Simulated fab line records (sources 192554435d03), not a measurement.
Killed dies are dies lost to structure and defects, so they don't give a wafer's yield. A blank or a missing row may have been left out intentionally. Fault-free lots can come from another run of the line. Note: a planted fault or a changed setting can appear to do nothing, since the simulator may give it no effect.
Matching of chambers ; flow n5Finfet ; N5_MOL_CONTACT_COAG_ALD_123 on aldSin-04 has 3 sister chambers
The step deposits SiNx, target thk 5 nm, pulse time 1 s, purge time 2 s. 20 wafers are shown with their chamber, then 8 later ones without.

## WAFERS WITH THEIR CHAMBER
wafer;chamber;heaterPowerW (W);precursorPulseHeightRel
L075.3;0;908;0.990
L075.5;0;891;0.992
L075.6;3;732;0.962
L076.1;2;878;1.003
L076.4;2;883;1.005
L076.5;3;690;0.981
L079.1;3;730;0.997
L079.2;2;857;0.991
L079.3;0;903;1.015
L079.4;2;877;1.014
L079.5;3;733;0.989
L079.6;0;908;0.976
L080.1;3;734;1.003
L080.2;0;914;0.989
L080.6;2;877;0.992
L084.1;3;717;1.000
L084.3;2;861;1.013
L084.5;3;702;1.035
L092.1;2;804;1.010
L092.4;3;757;0.965

SIGNATURES, as means of the wafers listed above
reading;chamber 0;chamber 2;chamber 3;scatter within a chamber
heaterPowerW;904.80;862.43;724.38;21.5
precursorPulseHeightRel;0.99240;1.00400;0.99150;0.0174
Rule: a wafer lies at a distance from a chamber equal to the root of the sum of squares, over the readings, of (its reading less the chamber's mean, divided by the reading's scatter). If the next closest chamber is less than 2 further off than the closest, the wafer can't be placed; otherwise it belongs to the closest. The scatter: take each reading less its chamber's mean, square it, sum over the shown wafers, divide by the number of wafers less the number of chambers, and take the root.

## WAFERS WITH NO CHAMBER GIVEN
wafer;heaterPowerW (W);precursorPulseHeightRel
L092.5;932;1.044
L094.2;905;1.008
L094.3;841;1.014
L094.5;735;0.996
L095.4;812;0.986
L095.6;758;0.999
L097.1;916;1.040
L097.4;760;0.993

## WHICH CHAMBER EACH ONE RAN IN
wafer;from the rows above;in truth
L092.5;can't be placed: 0 or 2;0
L094.2;can't be placed: 0 or 2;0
L094.3;2;2
L094.5;3;3
L095.4;can't be placed: 2 or 3 or 0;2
L095.6;3;3
L097.1;can't be placed: 0 or 2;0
L097.4;3;3
Placed correctly: 4 of 8. Unplaceable from these rows: 4, with the true chamber sitting among the candidates in 4. Placed wrongly: 0.
